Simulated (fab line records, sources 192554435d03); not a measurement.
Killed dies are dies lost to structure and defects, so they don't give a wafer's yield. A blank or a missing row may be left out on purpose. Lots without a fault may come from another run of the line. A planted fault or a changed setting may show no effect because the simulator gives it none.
fab line records | flow n5_finfet
record lots=11 wafers=31 last_day=17
route steps=1938 shown BEOL_M15@1814 PASSIVATION@1925
lots that met no fault: from a run of the same line without faults
start_h: hours from the record's first day to the start of the lot's first wafer shown | wait_h: hours since the lot's step before | " the same as in the row above | L1.1+2: a row that stands for several wafers | - no value, or no start given | * or withheld: withheld | < > ~ a bound
route shown NAME@n: a module of which the file shows steps, and the number in the route of the first | usual: mean/standard deviation of fault-free wafers | same: alike in all rows | chamber/n: place in a boat | sites: the reading at each site | _std_site: their standard deviation | _edge_site: outer sites' mean less inner sites' | radius_mm: how far each site lies from the wafer's centre | mask NAME#n: copy n | behind: the tool/chamber that last shaped the wafer | hold: why the lot was held/for how many hours/how that ended | device: the transistor (n, p or np) that didn't switch | end of line: the same wafers' tests at the end of the route | a step without rows: its recipe alone | killed: dies lost to structure and defects at the first sort, not the wafer's yield | map: a wafer's dies, x killed, . not, _ none there
set.NAME: the setting as run; set.NAME@STEP: as run at that earlier step | model.NAME: the simulator's own value behind a step, which no gauge read
steps of the route over a sample of lots; a table a step, a row a wafer
services: from which hour (start_h, from the record's first day; less than 0 if before it) a tool's chamber was out of use, for how many hours, and why
## steps
# step N5_BEOL_M15_ETCH_38
# recipe chemistry=CF4/N2 target=SiCN target_depth_a=1064 taper_deg=2 time_s=120.5 ion_energy_ev=150 mask_material=SiO2 pressure_mtorr=40 source_w=430 bias_w=70 Ar_flow_sccm=100 cf4_flow_sccm=60 n2_flow_sccm=60
# usual bias_w=70.01/0.22 drypump_motor_current_A=5.8/0.51 oes_product_au=0.78/0.072 rf_vpp_V=381.7/1.4 showerhead_plenum_p_Torr=2.18/0.044 throttle_valve_pct=15.39/0.23
# columns lot.wafer tool chamber start_h wait_h bias_w drypump_motor_current_A oes_product_au rf_hours_counter_h rf_vpp_V showerhead_plenum_p_Torr throttle_valve_pct
L433.1 rie_diel-02 3 259.59 - 70.22 5.4 0.72 185 382.1 2.17 15.59
L433.5 " 2 " " 70.09 6.4 0.69 - 381.7 2.19 15.62
L436.1 rie_diel-02 0 275.01 - 70.16 5.4 0.87 75 381.5 2.15 14.97
L436.5 " 1 " " 70.31 5.7 0.79 - 380.6 2.13 15.31
L436.6 " 2 " " 70.19 6.5 0.68 - 381.3 2.18 15.64
L435.3 rie_diel-05 1 280.39 - 70.20 5.7 0.71 195 382.8 2.26 15.34
L435.4 " 1 " " 69.96 5.7 0.71 - 384.0 2.26 15.33
L435.6 " 3 " " 70.63 6.4 0.78 - 379.8 2.16 15.70
L439.1 rie_diel-05 1 308.74 - 70.06 5.7 0.70 206 384.3 2.26 15.34
L439.2 " 2 " " 70.02 5.9 0.78 143 382.8 2.20 15.27
L439.5 " 3 " " 70.03 6.4 0.78 - 379.3 2.15 15.74
L442.3 rie_diel-05 0 319.71 - 69.86 5.8 0.93 8 381.7 2.17 15.08
L442.4 " 3 " " 69.64 6.4 0.79 127 380.0 2.15 15.73
L442.5 " 3 " " 69.99 6.4 0.78 - 380.8 2.15 15.73
L444.5 rie_diel-02 2 337.71 - 70.20 6.4 0.67 - 383.1 2.18 15.70
L444.6 " 1 " " 70.24 5.7 0.76 - 379.7 2.12 15.36
L448.3 rie_diel-03 0 353.16 - 70.12 5.3 0.80 136 379.1 2.13 15.42
L448.5 " 1 " " 69.72 4.8 0.84 - 384.2 2.24 15.34
L448.6 " 0 " " 69.64 5.3 0.79 - 379.9 2.13 15.44
L450.3 rie_diel-03 1 354.41 - 69.87 4.8 0.83 71 383.4 2.24 15.35
L450.4 " 0 " " 70.10 5.3 0.79 136 379.3 2.13 15.43
L450.5 " 2 " " 69.89 5.7 0.89 - 382.7 2.25 15.14
L451.2 rie_diel-05 0 370.88 - 69.93 5.8 0.89 25 381.6 2.16 15.12
L451.4 " 1 " " 70.41 5.6 0.69 227 383.8 2.25 15.38
L451.5 " 1 " " 70.33 5.7 0.70 - 383.4 2.25 15.38
L452.1 rie_diel-02 2 377.74 - 70.28 6.4 0.66 222 381.1 2.17 15.70
L452.2 " 1 " " 69.93 5.7 0.75 150 382.1 2.11 15.39
L452.4 " 3 " " 69.73 5.4 0.68 - 383.4 2.16 15.66
L454.1 rie_diel-05 2 392.31 - 70.21 5.8 0.76 163 383.7 2.20 15.34
L454.2 " 1 " " 70.30 5.6 0.68 233 382.7 2.25 15.40
L454.3 " 3 " " 69.82 6.4 0.76 153 380.2 2.14 15.79
# step N5_PASSIVATION_CD_MEAS_44
# recipe target_cd_nm=40000 landing_energy_ev=500 detector=se_inlens
# usual cd_nm=39999/5.4
# columns lot.wafer tool chamber start_h wait_h cd_nm
L433.1 cd_sem-02 0 272.42 - 40000
L433.5 " 0 " " 40000
L436.1 cd_sem-03 0 288.57 - 39991
L436.5 " 0 " " 39998
L436.6 " 0 " " 39995
L435.3 cd_sem-02 0 295.25 - 39997
L435.4 " 0 " " 39997
L435.6 " 0 " " 39999
L439.1 cd_sem-02 0 322.74 - 39992
L439.2 " 0 " " 39989
L439.5 " 0 " " 39994
L442.3 cd_sem-03 0 333.80 - 39992
L442.4 " 0 " " 39997
L442.5 " 0 " " 39993
L444.5 cd_sem-03 0 355.22 - 40003
L444.6 " 0 " " 40009
L448.3 cd_sem-03 0 367.12 - 39994
L448.5 " 0 " " 39995
L448.6 " 0 " " 39997
L450.3 cd_sem-01 0 367.77 - 39999
L450.4 " 0 " " 39999
L450.5 " 0 " " 39999
L451.2 cd_sem-02 0 387.31 - 39997
L451.4 " 0 " " 39998
L451.5 " 0 " " 39993
L452.1 cd_sem-01 0 391.16 - 39999
L452.2 " 0 " " 39999
L452.4 " 0 " " 39998
L454.1 cd_sem-02 0 405.21 - 39999
L454.2 " 0 " " 40007
L454.3 " 0 " " 39998
# step N5_PASSIVATION_PASS_ETCH_47
# recipe chemistry=CF4/O2 target=SiNx target_depth_a=7700 time_s=385 ion_energy_ev=100 pressure_mtorr=40 source_w=535 bias_w=49 Ar_flow_sccm=100 cf4_flow_sccm=100 O2_flow_sccm=10
# usual bias_w=49.00/0.14 drypump_motor_current_A=5.7/0.3 oes_o_777_au=0.78/0.063 oes_product_au=0.79/0.065 rf_vpp_V=243/8.4 showerhead_plenum_p_Torr=2.21/0.061 throttle_valve_pct=15.84/0.22
# columns lot.wafer tool chamber start_h wait_h bias_w drypump_motor_current_A oes_o_777_au oes_product_au rf_hours_counter_h rf_vpp_V showerhead_plenum_p_Torr throttle_valve_pct
L433.1 rie_diel-04 1 272.55 0.0 49.00 5.4 0.69 0.69 243 249 2.18 15.92
L433.5 " 2 " " 49.02 5.5 0.65 0.69 - 231 2.26 15.75
L436.1 rie_diel-04 2 288.86 0.0 49.06 5.5 0.65 0.69 233 231 2.26 15.76
L436.5 " 2 " " 49.02 5.5 0.65 0.68 - 232 2.26 15.77
L436.6 " 1 " " 48.94 5.4 0.68 0.68 - 247 2.18 15.94
L435.3 rie_diel-04 0 295.76 0.0 48.90 6.2 0.83 0.82 78 250 2.23 15.60
L435.4 " 3 " " 48.69 6.1 0.79 0.76 - 241 2.12 15.71
L435.6 " 1 " " 48.92 5.5 0.68 0.67 - 248 2.18 15.93
L439.1 rie_diel-06 3 323.21 0.0 49.20 6.0 0.78 0.77 151 232 2.20 15.79
L439.2 " 2 " " 48.83 5.6 0.76 0.78 138 243 2.22 16.17
L439.5 " 3 " " 49.09 6.1 0.78 0.77 - 230 2.20 15.78
L442.3 rie_diel-06 3 333.92 0.0 49.17 6.0 0.78 0.77 154 230 2.20 15.79
L442.4 " 1 " " 48.97 5.9 0.85 0.89 36 237 2.26 15.80
L442.5 " 1 " " 49.05 6.0 0.85 0.89 - 237 2.26 15.81
L444.5 rie_diel-04 1 355.45 0.1 48.97 5.4 0.90 0.91 - 249 2.17 15.50
L444.6 " 3 " " 49.26 6.2 0.76 0.74 - 242 2.11 15.77
L448.3 rie_diel-06 1 367.24 0.0 49.16 5.9 0.84 0.87 48 239 2.25 15.82
L448.5 " 1 " " 49.27 5.9 0.84 0.88 - 238 2.25 15.82
L448.6 " 0 " " 48.82 5.6 0.72 0.75 - 257 2.13 15.55
L450.3 rie_diel-04 1 367.98 0.0 48.91 5.4 0.89 0.90 16 247 2.17 15.51
L450.4 " 0 " " 49.16 6.2 0.79 0.79 109 250 2.22 15.65
L450.5 " 0 " " 49.10 6.2 0.79 0.80 - 250 2.22 15.64
L451.2 rie_diel-06 1 387.43 0.0 48.85 5.9 0.83 0.86 56 238 2.25 15.84
L451.4 " 3 " " 49.13 6.0 0.77 0.76 173 230 2.19 15.82
L451.5 " 0 " " 49.16 5.6 0.71 0.75 - 258 2.13 15.59
L452.1 rie_diel-06 3 391.29 0.0 49.07 6.1 0.76 0.76 174 230 2.19 15.82
L452.2 " 2 " " 48.85 5.7 0.74 0.76 161 243 2.21 16.21
L452.4 " 0 " " 48.75 5.6 0.71 0.75 127 258 2.13 15.60
L454.1 rie_diel-01 2 405.39 0.0 48.88 5.8 0.81 0.83 70 243 2.34 16.10
L454.2 " 0 " " 48.94 5.1 0.79 0.78 116 233 2.22 15.89
L454.3 " 1 " " 49.07 5.6 0.90 0.91 26 247 2.25 15.89
# step N5_PASSIVATION_PROBE_49
# usual defect_limited_yield=91.4/1.6 killed_at_M0_to_M3=35/10 killed_at_M4_up=12/4.7 killed_at_contacts=12/5.8 killed_at_front_end=38/12 killed_at_other=4/3.2 killed_dies=102/18 killed_on_rim=13/4.2 killed_open=68/14 killed_short=32/8 sort_bin_5_function=5.1/0.96 sort_bin_6_memory=3.2/0.77 sort_bin_8_speed=0.1/0.39 sort_n_pass=1078/20 sort_yield_pct=91.3/1.7
# same gross_dies=1180 killed_at_back_side=0 sort_bin_4_leakage[%]=0
# columns lot.wafer tool chamber start_h wait_h defect_limited_yield[%] killed_at_M0_to_M3 killed_at_M4_up killed_at_contacts killed_at_front_end killed_at_other killed_dies killed_on_rim killed_open killed_short sort_bin_5_function[%] sort_bin_6_memory[%] sort_bin_8_speed[%] sort_n_pass sort_yield_pct[%]
L450.3 prober-01 - 371.09 0.1 90.2 32 7 32 41 4 116 16 83 30 6.4 3.3 0 1064 90.2
L450.4 prober-01 - 371.14 0.2 93.1 31 16 15 15 5 82 9 63 17 4.9 2.0 0 1098 93.1
L450.5 prober-01 - 371.19 0.2 91.3 28 21 18 31 5 103 18 75 28 4.9 3.4 0 1077 91.3
L451.2 prober-02 - 391.10 0.7 90.7 36 16 9 44 5 110 12 67 42 5.9 3.2 0 1070 90.7
L451.4 prober-02 - 391.20 0.8 83.3 29 121 11 29 7 197 27 55 33 10.0 3.6 0 983 83.3
L451.5 prober-02 - 391.25 0.8 84.2 11 131 9 31 5 187 29 44 29 9.8 3.1 0 993 84.2
L452.4 prober-01 - 394.45 0.2 90.4 30 12 11 52 8 113 14 79 34 6.4 3.1 0 1067 90.4
L454.1 prober-01 - 408.40 0.0 93.4 20 10 13 29 6 78 11 44 30 4.1 2.1 0 1102 93.4
L454.2 prober-01 - 408.45 0.1 84.5 16 125 15 22 5 183 25 40 28 9.3 3.1 0 997 84.5
L454.3 prober-01 - 408.50 0.1 93.9 18 11 5 38 0 72 8 50 22 3.1 2.9 0 1108 93.9
# killed by level:class
L450.3 MOL_CONTACT_COAG:geometric_particle:open=25 STI_FIN_REVEAL:geometric_particle:open=15 BEOL_M3:geometric_particle:open=8 BEOL_M3:geometric_particle:short=7 BEOL_M0_SAQP:geometric_particle:open=6 MOL_CONTACT_COAG:geometric_particle:short=5 FIN_SAQP:geometric_particle:short=4 DUMMY_GATE:geometric_particle:open=4
L450.4 MOL_CONTACT_COAG:geometric_particle:open=11 BEOL_M3:geometric_particle:open=10 BEOL_M0_SAQP:geometric_particle:open=7 BEOL_M2:geometric_particle:open=6 BEOL_M8:geometric_particle:open=5 GATE_CUT:geometric_particle:open=3 MOL_CONTACT_COAG:geometric_particle:short=3 BEOL_M3:geometric_particle:short=3
L450.5 MOL_CONTACT_COAG:geometric_particle:open=18 BEOL_M0_SAQP:geometric_particle:open=11 STI_FIN_REVEAL:geometric_particle:open=11 BEOL_M0_SAQP:geometric_particle:short=6 BEOL_M3:geometric_particle:open=6 BEOL_M4:geometric_particle:open=6 FIN_SAQP:geometric_particle:open=4 FIN_SAQP:geometric_particle:short=4
L451.2 STI_FIN_REVEAL:geometric_particle:open=13 BEOL_M0_SAQP:geometric_particle:short=11 MOL_CONTACT_COAG:geometric_particle:open=9 BEOL_M3:geometric_particle:open=9 BEOL_M0_SAQP:geometric_particle:open=7 STARTING-WAFER:geometric_particle:short=7 FIN_SAQP:geometric_particle:open=5 BEOL_M4:geometric_particle:open=5
L451.4 BEOL_M15:unspecified=108 MOL_CONTACT_COAG:geometric_particle:open=8 BEOL_M1:geometric_particle:open=8 BEOL_M3:geometric_particle:open=7 FIN_SAQP:geometric_particle:open=5 GATE_CUT:geometric_particle:short=5 BEOL_M1:geometric_particle:short=5 DUMMY_GATE:geometric_particle:open=4
L451.5 BEOL_M15:unspecified=114 FIN_SAQP:geometric_particle:short=5 MOL_CONTACT_COAG:geometric_particle:short=5 FIN_SAQP:geometric_particle:open=4 STI_FIN_REVEAL:geometric_particle:open=4 MOL_CONTACT_COAG:geometric_particle:open=4 BEOL_M0_SAQP:geometric_particle:short=4 BEOL_M7:geometric_particle:open=4
L452.4 STI_FIN_REVEAL:geometric_particle:open=16 BEOL_M2:geometric_particle:open=10 MOL_CONTACT_COAG:geometric_particle:open=9 DUMMY_GATE:geometric_particle:open=8 FIN_SAQP:geometric_particle:short=6 BEOL_M3:geometric_particle:open=6 FIN_SAQP:geometric_particle:open=5 BEOL_M4:geometric_particle:open=5
L454.1 MOL_CONTACT_COAG:geometric_particle:open=10 BEOL_M3:geometric_particle:open=8 FIN_SAQP:geometric_particle:short=7 STI_FIN_REVEAL:geometric_particle:open=7 BEOL_M0_SAQP:geometric_particle:short=6 HKMG_FIN:area_etch=4 MOL_CONTACT_COAG:geometric_particle:short=3 BEOL_M4:geometric_particle:open=3
L454.2 BEOL_M15:unspecified=115 MOL_CONTACT_COAG:geometric_particle:open=11 FIN_SAQP:geometric_particle:short=7 BEOL_M4:geometric_particle:open=6 BEOL_M2:geometric_particle:short=5 MOL_CONTACT_COAG:geometric_particle:short=4 FIN_SAQP:geometric_particle:open=3 STI_FIN_REVEAL:geometric_particle:open=3
L454.3 FIN_SAQP:geometric_particle:open=10 STI_FIN_REVEAL:geometric_particle:open=7 FIN_SAQP:geometric_particle:short=6 BEOL_M2:geometric_particle:open=6 MOL_CONTACT_COAG:geometric_particle:open=5 STARTING-WAFER:geometric_particle:short=4 BEOL_M3:geometric_particle:open=4 STARTING-WAFER:geometric_particle:open=4
## services
# columns tool chamber start_h hours kind
rie_diel-06 3 242.09 1.5 repair
rie_diel-06 0 242.48 1.3 repair
rie_diel-02 - 249.58 2.8 pm
rie_diel-05 0 269.66 - clean
rie_diel-05 0 269.66 - consumable_replace:focus_ring
rie_diel-05 0 269.66 24.8 scheduled_down
rie_diel-05 0 269.66 24.8 vent_cycle
rie_diel-04 0 276.72 15.8 repair
rie_diel-04 3 290.02 5.1 repair
rie_diel-04 2 293.54 9.1 repair
rie_diel-04 1 302.68 - clean
rie_diel-04 1 302.68 - consumable_replace:focus_ring
rie_diel-04 1 302.68 12.8 scheduled_down
rie_diel-04 1 302.68 12.8 vent_cycle
rie_diel-04 3 327.77 1.6 repair
rie_diel-04 2 340.26 - clean
rie_diel-04 2 340.26 - consumable_replace:focus_ring
rie_diel-04 2 340.26 17.9 scheduled_down
rie_diel-04 2 340.26 17.9 vent_cycle
rie_diel-05 2 348.81 20.3 repair
rie_diel-01 2 366.86 2.7 repair
rie_diel-01 0 392.70 7.0 repair
rie_diel-01 2 393.83 4.5 repair
rie_diel-02 3 402.80 4.3 repair
## key
first_sign step=N5_PASSIVATION_PROBE_49 reading=killed_at_M4_up direction=up sigmas=24 usual=12 struck=126
effect step=N5_PASSIVATION_PROBE_49 reading=defect_limited_yield direction=down sigmas=4.8 usual=91.4 struck=84.0
more_kills_born_at N5_BEOL_M15_ETCH_38@rie_diel-05=337
met_at N5_BEOL_M15_ETCH_38
struck_lots L451,L454
struck_wafers L451.4,L451.5,L454.2
not_acting_at N5_PASSIVATION_CD_MEAS_44,N5_PASSIVATION_PASS_ETCH_47
onset_between 308.74 370.88
fault kind=chamber_particle_source tool=rie_diel-05 chamber=1 onset_h=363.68 steps=N5_BEOL_M15_ETCH_38 rate_per_visit_cm2=1.1983 end_h=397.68
